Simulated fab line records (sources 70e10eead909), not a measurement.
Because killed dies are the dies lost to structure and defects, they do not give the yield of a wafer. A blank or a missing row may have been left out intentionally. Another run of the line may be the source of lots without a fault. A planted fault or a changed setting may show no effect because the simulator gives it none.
Which tool was responsible? / flow nand harc / 33 wafers from 11 lots sampled at 5 of the route's 1159 steps

== WHAT THE GAUGES SHOWED, per wafer ==
NHARC_END_SORT_01. Usual: killed at array 29, standard deviation 12; killed at other 0.7, standard deviation 1; killed at periphery 4, standard deviation 3.2; killed dies 34, standard deviation 12; killed open 3.4, standard deviation 2; killed short 1.8, standard deviation 1.3.
lot=L323; measured=day 20 17:36; on=prober-01; killed at array=26 33 28; killed at other=2 3 1; killed at periphery=5 7 3; killed dies=33 43 32; killed open=5 5 4; killed short=1 1 1; flag=
lot=L326; measured=day 21 02:13; on=prober-01; killed at array=25 27 21; killed at other=1 0 0; killed at periphery=1 638 650; killed dies=27 665 671; killed open=4 4 7; killed short=2 4 2; flag=OFF
lot=L327; measured=day 21 18:13; on=prober-02; killed at array=22 20 16; killed at other=0 0 0; killed at periphery=5 3 657; killed dies=27 23 673; killed open=3 0 1; killed short=4 2 1; flag=OFF
lot=L334; measured=day 23 16:32; on=prober-02; killed at array=25 41 38; killed at other=1 0 0; killed at periphery=0 3 6; killed dies=26 44 44; killed open=3 7 4; killed short=0 2 3; flag=
lot=L339; measured=day 24 14:53; on=prober-02; killed at array=52 33 39; killed at other=0 1 0; killed at periphery=1 4 1; killed dies=53 38 40; killed open=1 2 1; killed short=1 0 3; flag=

== TOOL THAT RAN EACH LOT (tool first, then ch and the chambers of the sampled wafers, then the start) ==
lot=L320; NHARC_P_GATE_RTA_82=rtp anneal-01 ch 0, day 5 20:55; NHARC_P_CONTACT_ETCH_35=rie diel-11 ch 2,3, day 5 22:51; NHARC_P_CONTACT_ETCH_36=rie diel-11 ch 0,3, day 5 22:58; NHARC_P_CONTACT_CVD_23=cvd w-01 ch 0,1, no start
lot=L321; NHARC_P_GATE_RTA_82=rtp anneal-02 ch 0, day 5 21:40; NHARC_P_CONTACT_ETCH_35=rie diel-12 ch 0,3, day 5 23:45; NHARC_P_CONTACT_ETCH_36=rie diel-12 ch 0,3, day 5 23:54; NHARC_P_CONTACT_CVD_23=cvd w-02 ch 0,1, no start
lot=L323; NHARC_P_GATE_RTA_82=rtp anneal-01 ch 0, day 6 16:38; NHARC_P_CONTACT_ETCH_35=rie diel-11 ch 0,1,3, day 6 18:44; NHARC_P_CONTACT_ETCH_36=rie diel-11 ch 0,1,2, day 6 18:50; NHARC_P_CONTACT_CVD_23=cvd w-01 ch 0,1, day 20 17:36 or earlier
lot=L325; NHARC_P_GATE_RTA_82=rtp anneal-01 ch 0, day 7 04:27; NHARC_P_CONTACT_ETCH_35=rie diel-11 ch 1,3, day 7 06:32; NHARC_P_CONTACT_ETCH_36=rie diel-11 ch 1,3, day 7 06:37; NHARC_P_CONTACT_CVD_23=cvd w-01 ch 0,1, no start
lot=L326; NHARC_P_GATE_RTA_82=rtp anneal-01 ch 0, day 7 07:05; NHARC_P_CONTACT_ETCH_35=rie diel-11 ch 0,2,3, day 7 09:10; NHARC_P_CONTACT_ETCH_36=rie diel-11 ch 1,3, day 7 09:17; NHARC_P_CONTACT_CVD_23=cvd w-01 ch 0,1, day 21 02:13 or earlier
lot=L327; NHARC_P_GATE_RTA_82=rtp anneal-01 ch 0, day 7 13:11; NHARC_P_CONTACT_ETCH_35=rie diel-11 ch 2,3, day 7 15:08; NHARC_P_CONTACT_ETCH_36=rie diel-11 ch 0,1,3, day 7 15:17; NHARC_P_CONTACT_CVD_23=cvd w-02 ch 1, day 21 18:13 or earlier
lot=L334; NHARC_P_GATE_RTA_82=rtp anneal-01 ch 0, day 9 10:23; NHARC_P_CONTACT_ETCH_35=rie diel-01 ch 0,1,3, day 9 12:29; NHARC_P_CONTACT_ETCH_36=rie diel-01 ch 0,1,3, day 9 12:36; NHARC_P_CONTACT_CVD_23=cvd w-01 ch 0,1, day 23 16:32 or earlier
lot=L339; NHARC_P_GATE_RTA_82=rtp anneal-01 ch 0, day 10 04:19; NHARC_P_CONTACT_ETCH_35=rie diel-01 ch 0,1, day 10 06:22; NHARC_P_CONTACT_ETCH_36=rie diel-01 ch 0,1, day 10 06:27; NHARC_P_CONTACT_CVD_23=cvd w-02 ch 0,1, day 24 14:53 or earlier
lot=L340; NHARC_P_GATE_RTA_82=rtp anneal-01 ch 0, day 10 18:19; NHARC_P_CONTACT_ETCH_35=rie diel-11 ch 2,3, day 10 20:16; NHARC_P_CONTACT_ETCH_36=rie diel-11 ch 0,3, day 10 20:22; NHARC_P_CONTACT_CVD_23=cvd w-02 ch 0,1, no start
lot=L342; NHARC_P_GATE_RTA_82=rtp anneal-01 ch 0, day 10 22:01; NHARC_P_CONTACT_ETCH_35=rie diel-11 ch 1,2,3, day 11 00:07; NHARC_P_CONTACT_ETCH_36=rie diel-11 ch 1,2,3, day 11 00:13; NHARC_P_CONTACT_CVD_23=cvd w-01 ch 0,1, no start
lot=L341; NHARC_P_GATE_RTA_82=rtp anneal-02 ch 0, day 11 00:04; NHARC_P_CONTACT_ETCH_35=rie diel-11 ch 0,1, day 11 02:07; NHARC_P_CONTACT_ETCH_36=rie diel-11 ch 2,3, day 11 02:12; NHARC_P_CONTACT_CVD_23=cvd w-02 ch 0, no start
- NHARC_P_GATE_RTA_82: time 30 s.
- NHARC_P_CONTACT_ETCH_35: etches the open film in CF4, target depth 39 nm, time 65 s.
- NHARC_P_CONTACT_ETCH_36: etches the open film in N2/H2, target depth 260 nm, time 406.25 s.
- NHARC_P_CONTACT_CVD_23: deposits W, target thk 200 nm, time 557 s.

== AS READ BY THE TOOLS THEMSELVES (means over the sampled wafers that have a number; for cases with no such wafer, the mark the record gives instead) ==
NHARC_P_GATE_RTA_82. Usual: anneal temp c max 452.2, standard deviation 0.48; lamp power pct 3.927 %, standard deviation 0.026; lamp_zone_1_pct 3.927 %, standard deviation 0.026; lamp_zone_3_pct 3.927 %, standard deviation 0.026; wafer_temp_C_max 451.7, standard deviation 0.41.
lot=L320; tool=rtp anneal-01; anneal temp c max=452.4; lamp power pct (%)=3.945; lamp_zone_1_pct (%)=3.947; lamp_zone_3_pct (%)=3.947; wafer_temp_C_max=451.6; flag=
lot=L321; tool=rtp anneal-02; anneal temp c max=451.8; lamp power pct (%)=3.891; lamp_zone_1_pct (%)=3.890; lamp_zone_3_pct (%)=3.891; wafer_temp_C_max=451.6; flag=
lot=L323; tool=rtp anneal-01; anneal temp c max=451.7; lamp power pct (%)=3.944; lamp_zone_1_pct (%)=3.946; lamp_zone_3_pct (%)=3.949; wafer_temp_C_max=451.7; flag=
lot=L325; tool=rtp anneal-01; anneal temp c max=452.1; lamp power pct (%)=3.944; lamp_zone_1_pct (%)=3.943; lamp_zone_3_pct (%)=3.947; wafer_temp_C_max=451.8; flag=
lot=L326; tool=rtp anneal-01; anneal temp c max=452.6; lamp power pct (%)=3.945; lamp_zone_1_pct (%)=3.942; lamp_zone_3_pct (%)=3.946; wafer_temp_C_max=451.6; flag=
lot=L327; tool=rtp anneal-01; anneal temp c max=452.3; lamp power pct (%)=3.945; lamp_zone_1_pct (%)=3.942; lamp_zone_3_pct (%)=3.946; wafer_temp_C_max=452.0; flag=
lot=L334; tool=rtp anneal-01; anneal temp c max=453.0; lamp power pct (%)=3.945; lamp_zone_1_pct (%)=3.947; lamp_zone_3_pct (%)=3.949; wafer_temp_C_max=452.0; flag=
lot=L339; tool=rtp anneal-01; anneal temp c max=452.6; lamp power pct (%)=3.948; lamp_zone_1_pct (%)=3.945; lamp_zone_3_pct (%)=3.949; wafer_temp_C_max=451.8; flag=
lot=L340; tool=rtp anneal-01; anneal temp c max=452.3; lamp power pct (%)=3.945; lamp_zone_1_pct (%)=3.945; lamp_zone_3_pct (%)=3.941; wafer_temp_C_max=451.6; flag=
lot=L342; tool=rtp anneal-01; anneal temp c max=452.5; lamp power pct (%)=3.948; lamp_zone_1_pct (%)=3.947; lamp_zone_3_pct (%)=3.943; wafer_temp_C_max=451.7; flag=
lot=L341; tool=rtp anneal-02; anneal temp c max=451.9; lamp power pct (%)=3.890; lamp_zone_1_pct (%)=3.890; lamp_zone_3_pct (%)=3.889; wafer_temp_C_max=452.0; flag=

NHARC_P_CONTACT_ETCH_35. Usual: drypump motor current A 6.0 A, standard deviation 0.55; oes product au 0.999 a.u., standard deviation 0.0068; rf vpp V 151.7 V, standard deviation 1.1; run length s 86.5 s, standard deviation 0.41; showerhead plenum p Torr 1.80 Torr, standard deviation 0.06; throttle valve pct 13.284 %, standard deviation 0.0092.
lot=L320; tool=rie diel-11; drypump motor current A (A)=5.8; oes product au (a.u.)=0.995; rf vpp V (V)=151.7; run length s (s)=86.7; showerhead plenum p Torr (Torr)=1.82; throttle valve pct (%)=13.287; flag=
lot=L321; tool=rie diel-12; drypump motor current A (A)=5.6; oes product au (a.u.)=1.002; rf vpp V (V)=151.0; run length s (s)=87.1; showerhead plenum p Torr (Torr)=1.79; throttle valve pct (%)=13.295; flag=
lot=L323; tool=rie diel-11; drypump motor current A (A)=6.1; oes product au (a.u.)=0.998; rf vpp V (V)=150.8; run length s (s)=86.3; showerhead plenum p Torr (Torr)=1.75; throttle valve pct (%)=13.286; flag=
lot=L325; tool=rie diel-11; drypump motor current A (A)=5.8; oes product au (a.u.)=1.001; rf vpp V (V)=150.9; run length s (s)=86.4; showerhead plenum p Torr (Torr)=1.75; throttle valve pct (%)=13.283; flag=
lot=L326; tool=rie diel-11; drypump motor current A (A)=5.9; oes product au (a.u.)=0.998; rf vpp V (V)=151.3; run length s (s)=86.7; showerhead plenum p Torr (Torr)=1.77; throttle valve pct (%)=13.283; flag=
lot=L327; tool=rie diel-11; drypump motor current A (A)=5.8; oes product au (a.u.)=0.989; rf vpp V (V)=152.2; run length s (s)=87.0; showerhead plenum p Torr (Torr)=1.82; throttle valve pct (%)=13.292; flag=
lot=L334; tool=rie diel-01; drypump motor current A (A)=6.3; oes product au (a.u.)=1.003; rf vpp V (V)=151.9; run length s (s)=86.5; showerhead plenum p Torr (Torr)=1.83; throttle valve pct (%)=13.283; flag=
lot=L339; tool=rie diel-01; drypump motor current A (A)=6.3; oes product au (a.u.)=1.003; rf vpp V (V)=151.5; run length s (s)=86.7; showerhead plenum p Torr (Torr)=1.83; throttle valve pct (%)=13.289; flag=
lot=L340; tool=rie diel-11; drypump motor current A (A)=5.5; oes product au (a.u.)=0.996; rf vpp V (V)=151.5; run length s (s)=86.4; showerhead plenum p Torr (Torr)=1.77; throttle valve pct (%)=13.283; flag=
lot=L342; tool=rie diel-11; drypump motor current A (A)=6.0; oes product au (a.u.)=0.997; rf vpp V (V)=151.4; run length s (s)=86.5; showerhead plenum p Torr (Torr)=1.79; throttle valve pct (%)=13.291; flag=
lot=L341; tool=rie diel-11; drypump motor current A (A)=6.5; oes product au (a.u.)=0.996; rf vpp V (V)=151.5; run length s (s)=86.2; showerhead plenum p Torr (Torr)=1.76; throttle valve pct (%)=13.285; flag=

NHARC_P_CONTACT_ETCH_36. Usual: value, then standard deviation, for each; drypump motor current A 6.0 A / 0.57; n2 flow sccm 150.0 sccm / 0.48; oes product au 0.999 a.u. / 0.0071; rf vpp V 431.7 V / 2.4; run length s 427.8 s / 0.44; showerhead plenum p Torr 2.09 Torr / 0.078; throttle valve pct 14.172 % / 0.009.
lot=L320; tool=rie diel-11; drypump motor current A (A)=6.1; n2 flow sccm (sccm)=149.6; oes product au (a.u.)=1.001; rf vpp V (V)=428.8; run length s (s)=427.7; showerhead plenum p Torr (Torr)=1.97; throttle valve pct (%)=14.171; flag=
lot=L321; tool=rie diel-12; drypump motor current A (A)=5.7; n2 flow sccm (sccm)=150.2; oes product au (a.u.)=1.002; rf vpp V (V)=428.6; run length s (s)=428.2; showerhead plenum p Torr (Torr)=1.98; throttle valve pct (%)=14.179; flag=
lot=L323; tool=rie diel-11; drypump motor current A (A)=6.3; n2 flow sccm (sccm)=150.2; oes product au (a.u.)=0.991; rf vpp V (V)=431.2; run length s (s)=428.0; showerhead plenum p Torr (Torr)=2.06; throttle valve pct (%)=14.168; flag=
lot=L325; tool=rie diel-11; drypump motor current A (A)=5.8; n2 flow sccm (sccm)=150.0; oes product au (a.u.)=0.993; rf vpp V (V)=430.0; run length s (s)=427.7; showerhead plenum p Torr (Torr)=2.02; throttle valve pct (%)=14.175; flag=
lot=L326; tool=rie diel-11; drypump motor current A (A)=5.8; n2 flow sccm (sccm)=149.9; oes product au (a.u.)=1.005; rf vpp V (V)=429.9; run length s (s)=357.2; showerhead plenum p Torr (Torr)=2.02; throttle valve pct (%)=14.171; flag=OFF
lot=L327; tool=rie diel-11; drypump motor current A (A)=6.1; n2 flow sccm (sccm)=150.0; oes product au (a.u.)=1.003; rf vpp V (V)=429.6; run length s (s)=392.4; showerhead plenum p Torr (Torr)=2.01; throttle valve pct (%)=14.170; flag=OFF
lot=L334; tool=rie diel-01; drypump motor current A (A)=6.3; n2 flow sccm (sccm)=149.7; oes product au (a.u.)=1.001; rf vpp V (V)=431.7; run length s (s)=427.6; showerhead plenum p Torr (Torr)=2.11; throttle valve pct (%)=14.173; flag=
lot=L339; tool=rie diel-01; drypump motor current A (A)=6.1; n2 flow sccm (sccm)=150.2; oes product au (a.u.)=0.991; rf vpp V (V)=433.7; run length s (s)=428.4; showerhead plenum p Torr (Torr)=2.13; throttle valve pct (%)=14.172; flag=
lot=L340; tool=rie diel-11; drypump motor current A (A)=5.7; n2 flow sccm (sccm)=149.7; oes product au (a.u.)=0.997; rf vpp V (V)=429.1; run length s (s)=427.8; showerhead plenum p Torr (Torr)=1.98; throttle valve pct (%)=14.166; flag=
lot=L342; tool=rie diel-11; drypump motor current A (A)=5.9; n2 flow sccm (sccm)=149.9; oes product au (a.u.)=0.994; rf vpp V (V)=431.6; run length s (s)=427.9; showerhead plenum p Torr (Torr)=2.07; throttle valve pct (%)=14.165; flag=
lot=L341; tool=rie diel-11; drypump motor current A (A)=5.8; n2 flow sccm (sccm)=149.8; oes product au (a.u.)=1.001; rf vpp V (V)=432.5; run length s (s)=427.9; showerhead plenum p Torr (Torr)=2.10; throttle valve pct (%)=14.180; flag=

NHARC_P_CONTACT_CVD_23. Usual: heater power outer w 270 W, standard deviation 37; heater power w 476 W, standard deviation 73; throttle valve pct 7.89 %, standard deviation 0.27.
lot=L320; tool=cvd w-01; heater power outer w (W)=227; heater power w (W)=419; throttle valve pct (%)=7.76; flag=
lot=L321; tool=cvd w-02; heater power outer w (W)=276; heater power w (W)=481; throttle valve pct (%)=7.98; flag=
lot=L323; tool=cvd w-01; heater power outer w (W)=267; heater power w (W)=491; throttle valve pct (%)=7.75; flag=
lot=L325; tool=cvd w-01; heater power outer w (W)=268; heater power w (W)=487; throttle valve pct (%)=7.80; flag=
lot=L326; tool=cvd w-01; heater power outer w (W)=267; heater power w (W)=490; throttle valve pct (%)=7.88; flag=
lot=L327; tool=cvd w-02; heater power outer w (W)=277; heater power w (W)=475; throttle valve pct (%)=7.81; flag=
lot=L334; tool=cvd w-01; heater power outer w (W)=268; heater power w (W)=494; throttle valve pct (%)=7.89; flag=
lot=L339; tool=cvd w-02; heater power outer w (W)=287; heater power w (W)=498; throttle valve pct (%)=7.81; flag=
lot=L340; tool=cvd w-02; heater power outer w (W)=283; heater power w (W)=495; throttle valve pct (%)=8.04; flag=
lot=L342; tool=cvd w-01; heater power outer w (W)=234; heater power w (W)=420; throttle valve pct (%)=7.98; flag=
lot=L341; tool=cvd w-02; heater power outer w (W)=280; heater power w (W)=492; throttle valve pct (%)=8.36; flag=

== THE ANSWER, worked out from the rows above alone ==
Rule: lot off if the mean of its wafers having a number is beyond 3 standard deviations from the usual mean. A lot without any number at a reading at which 4 lots or more have one is off too. All remaining lots with rows at the step are treated as sound. After the gauges, taken in route order, come the tools' own readings; for these a lot's mean is taken, as printed above. At the first step where some lot is off, the reading lying furthest off is the one used; lots without a number count as furthest.
Off: L326, L327 (NHARC_END_SORT_01, killed at periphery). Neither off nor sound, because the step has no rows for them: L320, L321, L325, L340, L342, L341.
A tool fits if, at a process step before that reading, it ran every lot that is off, and no sound lot after the first of them. The gauges at NHARC_END_SORT_01 aren't tried: what is off there is off at NHARC_P_CONTACT_ETCH_36 too, on other tools, and a gauge's error can't cause that. NHARC_P_CONTACT_CVD_23 gives no start for some lots, so the hours and the order of its lots are those of NHARC_END_SORT_01. One fits: rie diel-11 at NHARC_P_CONTACT_ETCH_35 and NHARC_P_CONTACT_ETCH_36. At NHARC_P_CONTACT_ETCH_35 its last sound lot is L323 (day 6 18:44), its first lot that is off L326 (day 7 09:10): a fault that began between those two fits.

== WHAT THE SIMULATOR HAD INSERTED ==
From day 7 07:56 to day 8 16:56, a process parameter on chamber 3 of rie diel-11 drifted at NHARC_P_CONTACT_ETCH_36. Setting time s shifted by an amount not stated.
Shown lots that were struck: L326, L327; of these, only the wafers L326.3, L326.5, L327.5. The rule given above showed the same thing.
